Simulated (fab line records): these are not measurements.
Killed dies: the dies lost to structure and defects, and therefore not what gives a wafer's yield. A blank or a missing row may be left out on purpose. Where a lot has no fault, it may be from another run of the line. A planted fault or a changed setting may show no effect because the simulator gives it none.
A struck lot beside a sound one -- flow nand harc -- 13 out of 1302 route steps
Sound: wafers L635.1, L635.2, L635.5. Struck: wafer L639.5 (left out: L639.3, L639.4 of the same lot, which were not struck); the cause appears at the end.
At each step with rows: each side's tool, then ch and its chambers, then its first start. Under that, the readings that differ: sound wafers -- struck wafers -- difference of the means -- sigmas: that difference in standard deviations of wafers without a fault.
alike: readings with means less than 2 such deviations apart, plus words and numbers identical on both sides. not compared: withheld readings, readings lacking a value on some wafer, bounds such as >300 that could conceal the same value, and numbers that have no deviation in the record and whose values overlap.
The two part at a step that has a row with sigmas, a row that says differs or no value, or rows on one side only. Non-overlapping numbers with no deviation appear without sigmas and do not part them. A reading that every wafer of one side lacks parts them only if that side has two wafers or more.

first, 1 step without rows for these wafers: NHARC_A_STAIRCASE_ETCH_13 (etches the open film in C4F8/O2, target depth 100 nm, time 40.5 s).
NHARC_A_STAIRCASE_TRIM_14: chemistry O2, time 211.2 s.
  sound on rie diel-07 ch 0,1,2; struck on rie diel-03 ch 3
reading,sound,struck,difference,sigmas
rf vpp V (V),58.9 58.2 56.1,59.7,+2.0,+2
  alike: drypump motor current A, oes product au, showerhead plenum p Torr, throttle valve pct
  not compared: rf hours counter h
NHARC_A_STAIRCASE_ETCH_15: etches the open film in C4F8/O2, target depth 100 nm, time 40.5 s.
  sound on rie diel-07 ch 0,2; struck on rie diel-03 ch 0
reading,sound,struck,difference,sigmas
oes product au (a.u.),0.977 0.964 0.965,0.939,-0.030,-2
  alike: rf vpp V
  not compared: rf hours counter h
NHARC_A_STAIRCASE_TRIM_16: chemistry O2, time 211.2 s.
  sound on rie diel-07 ch 0,1,3; struck on rie diel-03 ch 2
  alike: drypump motor current A, oes product au, rf vpp V, showerhead plenum p Torr, throttle valve pct
  not compared: rf hours counter h
NHARC_A_STAIRCASE_ETCH_17: etches the open film in C4F8/O2, target depth 100 nm, time 40.5 s.
  sound on rie diel-07 ch 0,1,2; struck on rie diel-03 ch 0
  alike: oes product au, rf vpp V
  not compared: rf hours counter h
then, 6 steps without rows for these wafers: NHARC_A_STAIRCASE_TRIM_18 (chemistry O2, time 211.2 s); NHARC_A_STAIRCASE_ETCH_19 (etches the open film in C4F8/O2, target depth 100 nm, time 40.5 s); NHARC_A_STAIRCASE_TRIM_20 (chemistry O2, time 211.2 s); NHARC_A_STAIRCASE_ETCH_21 (etches the open film in C4F8/O2, target depth 100 nm, time 40.5 s); NHARC_A_STAIRCASE_TRIM_22 (chemistry O2, time 211.2 s); NHARC_A_STAIRCASE_ETCH_23 (etches the open film in C4F8/O2, target depth 100 nm, time 40.5 s).
NHARC_A_STAIRCASE_TRIM_24: chemistry O2, time 211.2 s.
  sound on rie diel-03 ch 0,3, day 17 16:47; struck on rie diel-03 ch 2, day 19 07:04
reading,sound,struck,difference,sigmas
oes product au (a.u.),1.019 0.994 1.012,1.195,+0.187,+16
  alike: drypump motor current A, rf vpp V, showerhead plenum p Torr, throttle valve pct
  not compared: rf hours counter h
NHARC_A_STAIRCASE_ETCH_25: etches the open film in C4F8/O2, target depth 100 nm, time 40.5 s.
  sound on rie diel-03 ch 1,3; struck on rie diel-03 ch 2
  alike: oes product au, rf vpp V
  not compared: rf hours counter h

WHERE THEY PART
Earliest at NHARC_A_STAIRCASE_TRIM_14; latest, in this record, at NHARC_A_STAIRCASE_TRIM_24. Later steps at which nothing parts them and some readings are alike: NHARC_A_STAIRCASE_ETCH_25.

WHY: what had been put in by the simulator
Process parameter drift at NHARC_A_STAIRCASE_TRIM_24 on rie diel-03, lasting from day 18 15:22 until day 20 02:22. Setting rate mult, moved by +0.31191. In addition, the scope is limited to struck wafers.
